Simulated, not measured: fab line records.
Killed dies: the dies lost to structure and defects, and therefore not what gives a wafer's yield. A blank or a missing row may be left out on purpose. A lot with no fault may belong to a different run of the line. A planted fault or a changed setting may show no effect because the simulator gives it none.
fab line records	flow n5Finfet
[record] lots = 7	wafers = 21
route steps=1938 shown WELL_APT@25 FIN_SAQP@100 FIN_CUT@169 DUMMY_GATE@237 SD_EPI_P@312 SD_ACTIVATION@330
startH: hours from the record's opening day to when the first of the lot's shown wafers began	waitH: hours elapsed since this lot's preceding step	" the same as in the row above	L1.1+2: a single row standing in for several wafers	- no value present, or no start provided	* or withheld: withheld	< > ~ a bound
route shown NAME@n: names a module that has steps shown in the file, with the first one's number in the route	usual: the fault-free wafers' mean and standard deviation	same: alike in all rows	chamber/n: place in a boat	sites: readings site by site	_std_site: standard deviation of those values	_edge_site: mean of outer sites minus mean of inner sites	radiusMm: how far each site lies from the wafer's centre	mask NAME#n: copy n	behind: the last tool/chamber to shape the wafer	hold: why the lot was held/for how many hours/how that ended	device: transistor that didn't switch, given as n, p or np	end of line: at the end of the route, the tests of the same wafers	a step given without rows: its recipe and nothing more	killed: at the first sort, the dies lost to defects and structure; wafer yield is something else	map: a wafer's dies, x killed, . not, _ none there
set.NAME: the setting that was run; set.NAME@STEP: the one run at that earlier step	model.NAME: the simulator's own value behind a step, which no gauge read
lots with deliberately changed settings; one table per step, one row per wafer
[[steps]]
[step N5_WELL_APT_PEB_06]
[recipe] pebTempC = 130	pebTimeS = 90
lot.wafer	tool	chamber	startH	waitH	set.pebTimeS
L077.3	lithoTrack-05	0	31.94	0.0	97.99
L077.4+5	"	0	"	"	90
L079.1+3+5	lithoTrack-05	0	43.59	0.1	90
L080.2+5+6	lithoTrack-05	0	49.90	0.0	90
L085.1+5	lithoTrack-02	0	79.58	0.1	90
L085.6	"	0	"	"	108.9
L088.2+3	lithoTrack-05	0	97.52	0.0	90
L088.6	"	0	"	"	77.12
L092.1+3	lithoTrack-02	0	121.71	0.1	90
L092.2	"	0	"	"	70.29
L095.1+3+6	lithoTrack-05	0	139.62	0.1	90
[step N5_WELL_APT_DEVELOP_07]
[recipe] developTimeS = 45	rinseLiquid = surfactantRinse	dry = airSpin	devTempC = 21
lot.wafer	tool	chamber	startH	waitH	set.developTimeS
L077.3+4	lithoTrack-05	0	-	-	45
L077.5	"	0	"	"	39.18
L079.1+3+5	lithoTrack-05	0	-	-	42.39
L080.2+6	lithoTrack-05	0	-	-	41.84
L080.5	"	0	"	"	45
L085.1+5+6	lithoTrack-02	0	-	-	42
L088.2+3+6	lithoTrack-05	0	-	-	45
L092.1	lithoTrack-02	0	-	-	45
L092.2+3	"	0	"	"	47.66
L095.1+3+6	lithoTrack-05	0	-	-	45
[step N5_WELL_APT_HARDBAKE_12]
[recipe] tempC = 130	timeS = 120
[step N5_WELL_APT_CD_MEAS_08]
[recipe] targetCdNm = 200	landingEnergyEv = 500	detector = seInlens
[usual] cdNm = 199.8/1.1
lot.wafer	tool	chamber	startH	waitH	set.pebTimeS@WELL_APT_PEB_06	cdNm
L077.3	cdSem-01	0	32.06	-	97.99	202.5
L077.4	"	0	"	"	90	199.8
L077.5	"	0	"	"	90	198.4
L079.1	cdSem-02	0	43.71	-	90	199.4
L079.3	"	0	"	"	90	200.7
L079.5	"	0	"	"	90	199.9
L080.2	cdSem-01	0	50.01	-	90	199.2
L080.5	"	0	"	"	90	199.8
L080.6	"	0	"	"	90	198.7
L085.1	cdSem-02	0	79.70	-	90	198.5
L085.5	"	0	"	"	90	199.1
L085.6	"	0	"	"	108.9	205.1
L088.2	cdSem-03	0	97.64	-	90	200.3
L088.3	"	0	"	"	90	200.6
L088.6	"	0	"	"	77.12	193.2
L092.1	cdSem-03	0	121.83	-	90	200.7
L092.2	"	0	"	"	70.29	188.7
L092.3	"	0	"	"	90	200.3
L095.1	cdSem-03	0	139.73	-	90	199.6
L095.3	"	0	"	"	90	200.4
L095.6	"	0	"	"	90	201.3
[step N5_WELL_APT_DESCUM_13]
[recipe] chemistry = O2	timeS = 7.9	sourcePowerW = 50	biasPowerW = 20	pressureMtorr = 20	rfFrequencyHz = 2.712e+07	tempC = 40	o2FlowSccm = 225
lot.wafer	tool	chamber	startH	waitH	set.pebTimeS@WELL_APT_PEB_06	model.WELL_APT.cdNm
L077.3	rieDiel-04	1	32.14	0.0	97.99	203.1
L077.4	"	3	"	"	90	199.8
L077.5	"	1	"	"	90	198.4
L079.1	rieDiel-05	2	43.80	0.0	90	199.4
L079.3	"	0	"	"	90	200.7
L079.5	"	1	"	"	90	199.9
L080.2+5	rieDiel-05	2,1	50.10	0.0	90	199.6
L080.6	"	2	"	"	90	198.8
L085.1	rieDiel-05	0	80.13	0.4	90	198.5
L085.5	"	3	"	"	90	198.8
L085.6	"	0	"	"	108.9	205
L088.2	rieDiel-04	1	97.72	0.0	90	200.6
L088.3	"	0	"	"	90	200.5
L088.6	"	1	"	"	77.12	193.2
L092.1	rieDiel-06	2	121.94	0.1	90	200.3
L092.2	"	3	"	"	70.29	188.9
L092.3	"	1	"	"	90	200.1
L095.1	rieDiel-04	2	139.82	0.0	90	199.6
L095.3	"	1	"	"	90	200.5
L095.6	"	2	"	"	90	201.7
[step N5_FIN_SAQP_PECVD_06]
[recipe] material = a-Si	targetThkA = 600	tempC = 400	precursor = SiH4/He	pressureTorr = 3	rfW = 100	timeS = 48.1
lot.wafer	tool	chamber	startH	waitH	set.timeS	model.a-Si_of_FIN_SAQP_PECVD_06.thkNm
L077.3	pecvd-04	0	40.22	0.0	52.15	64.4
L077.4	"	2	"	"	48.1	60.46
L077.5	"	1	"	"	52.15	65.67
L079.1	pecvd-03	2	51.32	0.0	50.52	63.39
L079.3	"	1	"	"	48.1	60.67
L079.5	"	1	"	"	48.1	61.57
L080.2	pecvd-01	0	57.91	0.0	48.1	59.3
L080.5	"	1	"	"	44.34	55.49
L080.6	"	0	"	"	44.34	55.8
L085.1	pecvd-04	0	87.25	0.0	51.27	62.17
L085.5	"	1	"	"	48.1	59.25
L085.6	"	2	"	"	48.1	60.35
L088.2	pecvd-01	2	104.81	0.0	48.1	59.71
L088.3	"	1	"	"	48.1	59.78
L088.6	"	1	"	"	52.49	66.49
L092.1	pecvd-01	1	131.35	0.0	48.1	60.5
L092.2	"	0	"	"	48.1	59.59
L092.3	"	2	"	"	48.1	60.47
L095.1	pecvd-04	1	147.75	0.0	48.1	59.19
L095.3	"	0	"	"	48.1	60.38
L095.6	"	1	"	"	48.1	60.86
[step N5_FIN_SAQP_THK_MEAS_07]
[usual] thkNm = 60.2/0.81
lot.wafer	tool	chamber	startH	waitH	set.timeS@FIN_SAQP_PECVD_06	thkNm
L077.3	filmMetro-01	-	40.31	0.1	52.15	64.4
L077.4	"	-	"	"	48.1	60.4
L077.5	"	-	"	"	52.15	65.7
L079.1	filmMetro-02	-	51.41	0.1	50.52	63.4
L079.3	"	-	"	"	48.1	60.6
L079.5	"	-	"	"	48.1	61.6
L080.2	filmMetro-02	-	58.00	0.1	48.1	59.3
L080.5	"	-	"	"	44.34	55.5
L080.6	"	-	"	"	44.34	55.8
L085.1	filmMetro-02	-	87.34	0.1	51.27	62.1
L085.5	"	-	"	"	48.1	59.2
L085.6	"	-	"	"	48.1	60.3
L088.2	filmMetro-02	-	104.90	0.1	48.1	59.8
L088.3	"	-	"	"	48.1	59.8
L088.6	"	-	"	"	52.49	66.5
L092.1	filmMetro-01	-	131.44	0.1	48.1	60.4
L092.2	"	-	"	"	48.1	59.6
L092.3	"	-	"	"	48.1	60.4
L095.1	filmMetro-02	-	147.84	0.1	48.1	59.2
L095.3	"	-	"	"	48.1	60.4
L095.6	"	-	"	"	48.1	60.9
[step N5_FIN_SAQP_EXPOSE_13]
[recipe] maskId = FIN_CORE	na = 1.35	sourceShape = dipole	sigmaInner = 0.538	sigmaOuter = 0.738	polarization = te	targetCdNm = 35.6	doseMj = 63.25
lot.wafer	tool	chamber	startH	waitH	mask	set.doseMj
L077.3+4+5	arfiScanner-01	0	40.68	-	FIN_CORE#0	63.25
L079.1+3+5	arfiScanner-03	0	51.77	-	FIN_CORE#0	63.25
L080.2+5+6	arfiScanner-03	0	58.24	-	FIN_CORE#0	66.36
L085.1	arfiScanner-03	0	87.69	-	FIN_CORE#0	59.43
L085.5+6	"	0	"	"	FIN_CORE#0	63.25
L088.2+6	arfiScanner-01	0	105.27	-	FIN_CORE#0	58.79
L088.3	"	0	"	"	FIN_CORE#0	63.25
L092.1+2+3	arfiScanner-01	0	131.67	-	FIN_CORE#0	63.25
L095.1+3+6	arfiScanner-01	0	148.19	-	FIN_CORE#0	63.25
[step N5_FIN_SAQP_PEB_14]
[recipe] pebTempC = withheld	pebTimeS = 60	resist = CAR-ArF
[step N5_FIN_SAQP_DEVELOP_15]
[recipe] developTimeS = 30	developer = TMAH	resist = CAR-ArF	devTempC = 23	rinseLiquid = diw	dry = airSpin
[step N5_FIN_SAQP_CD_MEAS_16]
[recipe] targetCdNm = 35.6	landingEnergyEv = 500	detector = seInlens
[usual] cdNm = 35.6/0.3
lot.wafer	tool	chamber	startH	waitH	set.doseMj@FIN_SAQP_EXPOSE_13	cdNm
L077.3	cdSem-03	0	40.80	-	63.25	35.4
L077.4	"	0	"	"	63.25	35.9
L077.5	"	0	"	"	63.25	35.7
L079.1	cdSem-03	0	51.90	-	63.25	35.6
L079.3	"	0	"	"	63.25	35.6
L079.5	"	0	"	"	63.25	35.4
L080.2	cdSem-02	0	58.36	-	66.36	34.0
L080.5	"	0	"	"	66.36	34.0
L080.6	"	0	"	"	66.36	34.4
L085.1	cdSem-02	0	87.82	-	59.43	37.2
L085.5	"	0	"	"	63.25	35.9
L085.6	"	0	"	"	63.25	35.8
L088.2	cdSem-02	0	105.39	-	58.79	37.7
L088.3	"	0	"	"	63.25	35.2
L088.6	"	0	"	"	58.79	37.7
L092.1	cdSem-01	0	131.80	-	63.25	35.6
L092.2	"	0	"	"	63.25	35.4
L092.3	"	0	"	"	63.25	36.0
L095.1	cdSem-02	0	148.32	-	63.25	35.6
L095.3	"	0	"	"	63.25	35.7
L095.6	"	0	"	"	63.25	35.7
[step N5_FIN_SAQP_HM_OPEN_73]
[recipe] chemistry = CHF3/O2	target = SiO2	stopOn = a-Si	targetDepthA = 120	overEtchFrac = 1.8	maskMaterial = SOC	timeS = 16.8	pressureMtorr = 30	sourceW = 650	biasW = 170	Ar_flow_sccm = 200	CHF3_flow_sccm = 50	O2_flow_sccm = 5	ionEnergyEv = 200	ends = endPoint
[step N5_FIN_SAQP_STRIP_74]
[recipe] chemistry = CHF3/O2	resist = SiARC	rfFrequencyHz = 6e+07
[step N5_FIN_SAQP_MANDREL_ETCH_22]
[recipe] targetDepthA = 600	chemistry = HBr/Cl2	target = a-Si	stopOn = SiNx	btTimeS = 10	overEtchFrac = 0.5	timeS = 30	pressureMtorr = 10	icpW = 800	biasW = 75	HBr_flow_sccm = 150	Cl2_flow_sccm = 80	ends = endPoint
lot.wafer	tool	chamber	startH	waitH	set.timeS@FIN_SAQP_PECVD_06	model.etch.depthNm
L077.3	rieSi-03	0	41.18	0.0	52.15	64.4
L077.4	"	3	"	"	48.1	60.46
L077.5	"	3	"	"	52.15	65.67
L079.1	rieSi-06	3	53.59	0.0	50.52	63.39
L079.3	"	2	"	"	48.1	60.67
L079.5	"	3	"	"	48.1	61.57
L080.2	rieSi-03	1	58.74	0.0	48.1	59.3
L080.5	"	1	"	"	44.34	55.49
L080.6	"	0	"	"	44.34	55.8
L085.1	rieSi-05	1	88.20	0.0	51.27	62.17
L085.5	"	0	"	"	48.1	59.25
L085.6	"	1	"	"	48.1	60.35
L088.2	rieSi-05	0	106.23	0.0	48.1	59.71
L088.3	"	2	"	"	48.1	59.78
L088.6	"	3	"	"	52.49	66.49
L092.1	rieSi-03	1	132.27	0.0	48.1	60.49
L092.2	"	2	"	"	48.1	59.59
L092.3	"	3	"	"	48.1	60.47
L095.1	rieSi-03	1	148.70	0.0	48.1	59.19
L095.3	"	2	"	"	48.1	60.38
L095.6	"	3	"	"	48.1	60.86
[step N5_FIN_CUT_ETCH_21]
[recipe] chemistry = N2/H2	target = SOC	targetDepthA = 2190	overetchA = 438	maskMaterial = SiARC	tempC = 40	ionEnergyEv = 100	biasW = 61	timeS = 523.5	pressureMtorr = 30	sourceW = 850	n2FlowSccm = 200	h2FlowSccm = 200
[usual] rfVppV = 241.0/1.4
lot.wafer	tool	chamber	startH	waitH	set.biasW	rfVppV	model.SiARC_of_FIN_CUT_COAT_19.thkNm
L077.3	rieDiel-01	0	46.17	0.0	61	244.2	11.8
L077.4	"	3	"	"	61	241.4	11.8
L077.5	"	1	"	"	61	240.9	11.6
L079.1	rieDiel-01	1	58.08	0.0	61	239.0	11.8
L079.3	"	3	"	"	61	241.9	11.8
L079.5	"	2	"	"	51.4	214.1	12.4
L080.2	rieDiel-03	3	63.69	0.0	57.11	231.2	12
L080.5	"	0	"	"	57.11	230.3	12.2
L080.6	"	3	"	"	61	240.8	11.6
L085.1	rieDiel-02	2	93.68	0.0	51.54	215.8	12.4
L085.5	"	1	"	"	51.54	215.8	12.6
L085.6	"	2	"	"	61	239.5	11.8
L088.2	rieDiel-01	1	111.06	0.0	61	241.4	11.6
L088.3	"	0	"	"	61	244.0	11.6
L088.6	"	3	"	"	61	239.5	11.8
L092.1	rieDiel-02	1	137.33	0.0	51.35	216.3	12.6
L092.2	"	3	"	"	51.35	215.5	12.8
L092.3	"	0	"	"	61	242.5	11.8
L095.1	rieDiel-02	3	153.32	0.0	61	240.8	12
L095.3	"	2	"	"	61	240.0	11.8
L095.6	"	2	"	"	61	240.5	11.8
[step N5_FIN_CUT_CUT_ETCH_26]
[recipe] chemistry = CH3F/O2	target = SiNx	targetDepthA = 390	maskMaterial = SOC	timeS = 55.7	pressureMtorr = 30	sourceW = 395	biasW = 73	Ar_flow_sccm = 150	CH3F_flow_sccm = 30	O2_flow_sccm = 20	ionEnergyEv = 120
lot.wafer	tool	chamber	startH	waitH	set.timeS	model.etch.depthNm	model.SOC_of_FIN_CUT_COAT_18.thkNm
L077.3	rieDiel-01	0	46.51	0.0	55.7	39.23	211
L077.4	"	3	"	"	55.7	39.06	210
L077.5	"	1	"	"	55.7	39.23	210.6
L079.1	rieDiel-01	1	58.43	0.0	55.7	39.89	210.8
L079.3	"	3	"	"	55.7	39.39	210.8
L079.5	"	2	"	"	48.17	34.69	214.4
L080.2	rieDiel-03	3	64.04	0.0	51.63	36.4	213
L080.5	"	0	"	"	55.7	39.22	212
L080.6	"	3	"	"	55.7	39.3	211.6
L085.1	rieDiel-02	2	94.02	0.0	47.66	33.56	214.2
L085.5	"	1	"	"	55.7	38.84	211.4
L085.6	"	2	"	"	55.7	38.96	211.6
L088.2	rieDiel-01	1	111.40	0.0	55.7	39.67	210.4
L088.3	"	0	"	"	48.19	34.39	213.6
L088.6	"	3	"	"	48.19	33.99	213.2
L092.1	rieDiel-02	1	137.67	0.0	65.09	45.42	209.4
L092.2	"	3	"	"	55.7	38.5	212.6
L092.3	"	0	"	"	65.09	45.03	209.4
L095.1	rieDiel-02	3	153.66	0.0	55.7	38.29	212.4
L095.3	"	2	"	"	55.7	39.26	211
L095.6	"	2	"	"	55.7	39.05	211.6
[step N5_DUMMY_GATE_ETCH_37]
[recipe] chemistry = N2/H2	target = SOC	targetDepthA = 600	overetchA = 300	tempC = 40	ionEnergyEv = 200	pressureMtorr = 30	sourceW = 840	biasW = 150	n2FlowSccm = 200	h2FlowSccm = 200
[usual] rfVppV = 525.0/2.3
lot.wafer	tool	chamber	startH	waitH	set.sourceW	rfVppV	model.SiARC_of_DUMMY_GATE_COAT_35.thkNm
L077.3	rieDiel-02	0	65.01	0.0	900.9	514.3	4.8
L077.4	"	1	"	"	840	524.1	5
L077.5	"	3	"	"	840	527.2	5.2
L079.1	rieDiel-01	1	77.60	0.0	769.3	540.6	5.2
L079.3	"	2	"	"	840	521.7	4.8
L079.5	"	3	"	"	769.3	541.5	5.2
L080.2	rieDiel-03	1	83.38	0.0	757.2	545.3	5.4
L080.5	"	3	"	"	840	525.2	5
L080.6	"	1	"	"	757.2	544.3	5.4
L085.1	rieDiel-02	3	112.27	0.0	840	526.2	5
L085.5	"	3	"	"	840	525.7	5
L085.6	"	2	"	"	840	521.9	5
L088.2	rieDiel-02	0	135.09	0.0	741.5	549.4	5.4
L088.3	"	3	"	"	840	524.5	5
L088.6	"	3	"	"	840	526.4	5
L092.1	rieDiel-01	1	159.70	0.0	985	496.1	4.4
L092.2	"	0	"	"	840	528.1	5
L092.3	"	2	"	"	840	521.4	4.8
L095.1	rieDiel-01	1	172.24	0.0	840	526.0	5
L095.3	"	2	"	"	840	521.5	4.8
L095.6	"	2	"	"	840	523.3	4.8
[step N5_SD_EPI_P_ETCH_16]
[recipe] chemistry = CHF3/O2	target = SiO2	targetDepthA = 50	maskMaterial = SOC	pressureMtorr = 30	sourceW = 650	biasW = 170	Ar_flow_sccm = 200	CHF3_flow_sccm = 50	O2_flow_sccm = 5	ionEnergyEv = 200
lot.wafer	tool	chamber	startH	waitH	set.targetDepthA	model.etch.depthNm
L077.3	rieDiel-01	2	72.31	0.1	45.97	4.761
L077.4	"	3	"	"	50	5.081
L077.5	"	2	"	"	50	5.168
L079.1	rieDiel-01	1	86.48	0.1	50	5.135
L079.3	"	0	"	"	46.28	4.767
L079.5	"	0	"	"	50	5.088
L080.2	rieDiel-02	0	91.03	0.1	50	5.018
L080.5	"	2	"	"	52.75	5.317
L080.6	"	0	"	"	50	5.01
L085.1	rieDiel-01	1	120.36	0.1	50	5.087
L085.5	"	1	"	"	55.27	5.599
L085.6	"	0	"	"	55.27	5.613
L088.2	rieDiel-03	0	142.53	0.1	44.44	4.489
L088.3	"	3	"	"	50	5.131
L088.6	"	2	"	"	44.44	4.487
L092.1	rieDiel-01	1	166.97	0.1	48	4.894
L092.2	"	0	"	"	50	5.059
L092.3	"	3	"	"	48	4.879
L095.1	rieDiel-03	2	179.43	0.1	50	4.969
L095.3	"	0	"	"	50	4.987
L095.6	"	0	"	"	50	4.928
[step N5_SD_EPI_P_EPI_21]
[recipe] material = SiGe:B	dopant = B	tempC = 550	pressureTorr = 20	ambient = H2	timeS = 355
lot.wafer	tool	chamber	startH	waitH	set.epiGrowthTimeS	model.SiGe-B_of_SD_EPI_P_EPI_21.thkNm
L077.3+4	epiRpcvd-01	0	73.76	0.8	322.2	56
L077.5	"	0	"	"	355	60.2
L079.1	epiRpcvd-01	0	87.21	0.1	355	60.6
L079.3	"	0	"	"	355	60.8
L079.5	"	0	"	"	355	61.2
L080.2	epiRpcvd-01	0	92.13	0.5	371.7	63.2
L080.5	"	0	93.21	1.5	371.7	62.6
L080.6	"	0	"	"	355	61.2
L085.1	epiRpcvd-01	0	121.09	0.1	336.8	59.4
L085.5	"	0	122.53	1.5	355	61.8
L085.6	"	0	"	"	336.8	58.8
L088.2	epiRpcvd-01	0	143.63	0.5	355	61.2
L088.3	"	0	"	"	355	62
L088.6	"	0	145.07	1.8	355	61.4
L092.1	epiRpcvd-01	0	167.70	0.1	370.7	62.8
L092.2	"	0	"	"	355	59.8
L092.3	"	0	"	"	370.7	62.2
L095.1	epiRpcvd-01	0	180.34	0.2	355	60.8
L095.3	"	0	"	"	355	60.6
L095.6	"	0	182.74	2.4	355	60.4
[step N5_SD_EPI_P_EPI_MEAS_23]
[recipe] mode = xrd
[usual] thkNm = 60.8/1.2
lot.wafer	tool	chamber	startH	waitH	set.epiGrowthTimeS@SD_EPI_P_EPI_21	thkNm
L077.3	filmMetro-02	-	75.24	1.1	322.2	55.5
L077.4	"	-	"	"	322.2	56.2
L077.5	"	-	"	"	355	60.7
L079.1	filmMetro-01	-	89.40	1.8	355	59.9
L079.3	"	-	"	"	355	61.0
L079.5	"	-	"	"	355	61.5
L080.2	filmMetro-01	-	93.96	1.5	371.7	63.0
L080.5	"	-	"	"	371.7	63.5
L080.6	"	-	"	"	355	59.8
L085.1	filmMetro-02	-	123.29	1.8	336.8	58.3
L085.5	"	-	"	"	355	61.9
L085.6	"	-	"	"	336.8	59.1
L088.2	filmMetro-01	-	145.47	1.5	355	61.0
L088.3	"	-	"	"	355	60.8
L088.6	"	-	"	"	355	61.7
L092.1	filmMetro-01	-	169.90	1.8	370.7	61.8
L092.2	"	-	"	"	355	60.6
L092.3	"	-	"	"	370.7	62.6
L095.1	filmMetro-01	-	183.27	2.5	355	59.5
L095.3	"	-	"	"	355	61.8
L095.6	"	-	"	"	355	61.4
[step N5_SD_EPI_P_HM_STRIP_48]
[recipe] chemistry = H3PO4	tempC = 160	material = SiNx	target = SiNx	targetDepthA = 30	overetchFraction = 0.3
lot.wafer	tool	chamber	startH	waitH	set.epiGrowthTimeS@SD_EPI_P_EPI_21	model.SiGe-B_of_SD_EPI_P_EPI_21.thkNm
L077.3+4	wetBench-04	0,7	75.28	0.0	322.2	55.8
L077.5	"	6	"	"	355	60
L079.1	wetBench-01	7	89.44	0.0	355	60.4
L079.3	"	5	"	"	355	60.6
L079.5	"	0	"	"	355	60.8
L080.2	wetBench-04	7	94.00	0.0	371.7	62.8
L080.5	"	5	"	"	371.7	62.4
L080.6	"	2	"	"	355	60.8
L085.1	wetBench-04	5	123.32	0.0	336.8	59
L085.5	"	6	"	"	355	61.6
L085.6	"	7	"	"	336.8	58.6
L088.2	wetBench-02	1	145.50	0.0	355	60.8
L088.3	"	5	"	"	355	61.6
L088.6	"	4	"	"	355	61.2
L092.1	wetBench-02	0	169.94	0.0	370.7	62.6
L092.2	"	4	"	"	355	59.6
L092.3	"	5	"	"	370.7	61.8
L095.1+3	wetBench-01	2,1	183.31	0.0	355	60.4
L095.6	"	5	"	"	355	60
[step N5_SD_EPI_P_SRD_49]
[recipe] dry = ipaMarangoni	timeS = 30	tempC = 23	rinseLiquid = diw
[step N5_SD_EPI_P_PRECLEAN_24]
[recipe] chemistry = O3/DIW	timeS = 45	tempC = 22	o3Ppm = 10
[step N5_SD_ACTIVATION_RTA_00]
[recipe] tempC = 975	timeS = 0	ambient = N2	idleTempC = 600	rampUpCPerS = 150	rampDownCPerS = 60	coolToC = 600
[step N5_SD_ACTIVATION_LSA_01]
[recipe] tempC = 1080	timeS = 0.0008	ambient = N2
[step N5_SD_ACTIVATION_RS_MEAS_03]
[recipe] thkMeasGauge = four-point-probe
[usual] RS_SD_N = 21.88/0.29	RS_SD_P = 56.3/0.88
lot.wafer	tool	chamber	startH	waitH	set.epiGrowthTimeS@SD_EPI_P_EPI_21	RS_SD_N[ohm/sq]	RS_SD_P[ohm/sq]
L077.3	filmMetro-02	-	76.35	0.2	322.2	21.57	61.3
L077.4	"	-	"	"	322.2	21.41	61.4
L077.5	"	-	"	"	355	21.33	55.9
L079.1	filmMetro-02	-	90.01	0.2	355	21.30	56.1
L079.3	"	-	"	"	355	21.80	55.9
L079.5	"	-	"	"	355	21.43	55.3
L080.2	filmMetro-01	-	94.60	0.2	371.7	21.45	53.6
L080.5	"	-	"	"	371.7	21.77	54.6
L080.6	"	-	"	"	355	21.34	55.9
L085.1	filmMetro-01	-	124.36	0.2	336.8	22.07	57.5
L085.5	"	-	"	"	355	22.08	55.2
L085.6	"	-	"	"	336.8	21.99	58.6
L088.2	filmMetro-02	-	146.29	0.2	355	21.70	55.2
L088.3	"	-	"	"	355	21.59	55.1
L088.6	"	-	"	"	355	21.65	55.1
L092.1	filmMetro-01	-	170.91	0.2	370.7	22.03	54.0
L092.2	"	-	"	"	355	21.84	56.5
L092.3	"	-	"	"	370.7	21.91	54.1
L095.1	filmMetro-02	-	183.96	0.2	355	21.87	56.0
L095.3	"	-	"	"	355	21.77	56.6
L095.6	"	-	"	"	355	22.00	57.0
[[key]]
[split] step = N5_WELL_APT_PEB_06	setting = pebTimeS	stated = 90	by = wafer
[response] step = N5_WELL_APT_CD_MEAS_08	reading = cdNm	change = +0.435	per = 1%	r = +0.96
[response] step = N5_WELL_APT_DESCUM_13	reading = model.WELL_APT.cdNm	change = +0.434	per = 1%	r = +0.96
[split] step = N5_WELL_APT_DEVELOP_07	setting = developTimeS	stated = 45	by = wafer
response none clear
[split] step = N5_FIN_SAQP_PECVD_06	setting = timeS	stated = 48.1	by = wafer
[response] step = N5_FIN_SAQP_PECVD_06	reading = model.a-Si_of_FIN_SAQP_PECVD_06.thkNm	change = +0.548	per = 1%	r = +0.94
[response] step = N5_FIN_SAQP_THK_MEAS_07	reading = thkNm	change = *	per = 1%	r = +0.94
[response] step = N5_FIN_SAQP_MANDREL_ETCH_22	reading = model.etch.depthNm	change = +0.548	per = 1%	r = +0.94
[split] step = N5_FIN_SAQP_EXPOSE_13	setting = doseMj	stated = 63.25	by = wafer
[response] step = N5_FIN_SAQP_CD_MEAS_16	reading = cdNm	change = -0.304	per = 1%	r = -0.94
[split] step = N5_FIN_CUT_ETCH_21	setting = biasW	stated = 61	by = wafer
[response] step = N5_FIN_CUT_ETCH_21	reading = rfVppV	change = +1.62	per = 1%	r = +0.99
[response] step = N5_FIN_CUT_ETCH_21	reading = model.SiARC_of_FIN_CUT_COAT_19.thkNm	change = -0.0484	per = 1%	r = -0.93
[split] step = N5_FIN_CUT_CUT_ETCH_26	setting = timeS	stated = 55.7	by = wafer
[response] step = N5_FIN_CUT_CUT_ETCH_26	reading = model.etch.depthNm	change = +0.387	per = 1%	r = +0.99
[response] step = N5_FIN_CUT_CUT_ETCH_26	reading = model.SOC_of_FIN_CUT_COAT_18.thkNm	change = -0.21	per = 1%	r = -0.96
[split] step = N5_DUMMY_GATE_ETCH_37	setting = sourceW	stated = 840	by = wafer
[response] step = N5_DUMMY_GATE_ETCH_37	reading = rfVppV	change = -1.85	per = 1%	r = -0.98
[response] step = N5_DUMMY_GATE_ETCH_37	reading = model.SiARC_of_DUMMY_GATE_COAT_35.thkNm	change = -0.0348	per = 1%	r = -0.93
[split] step = N5_SD_EPI_P_ETCH_16	setting = targetDepthA	stated = 50	by = wafer
[response] step = N5_SD_EPI_P_ETCH_16	reading = model.etch.depthNm	change = +0.051	per = 1%	r = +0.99
[split] step = N5_SD_EPI_P_EPI_21	setting = epiGrowthTimeS	stated = 355	by = wafer
[response] step = N5_SD_EPI_P_EPI_21	reading = model.SiGe-B_of_SD_EPI_P_EPI_21.thkNm	change = +0.473	per = 1%	r = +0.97
[response] step = N5_SD_EPI_P_EPI_MEAS_23	reading = thkNm	change = *	per = 1%	r = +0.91
[response] step = N5_SD_EPI_P_HM_STRIP_48	reading = model.SiGe-B_of_SD_EPI_P_EPI_21.thkNm	change = +0.477	per = 1%	r = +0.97
[response] step = N5_SD_ACTIVATION_RS_MEAS_03	reading = RS_SD_P	change = -0.549	per = 1%	r = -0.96
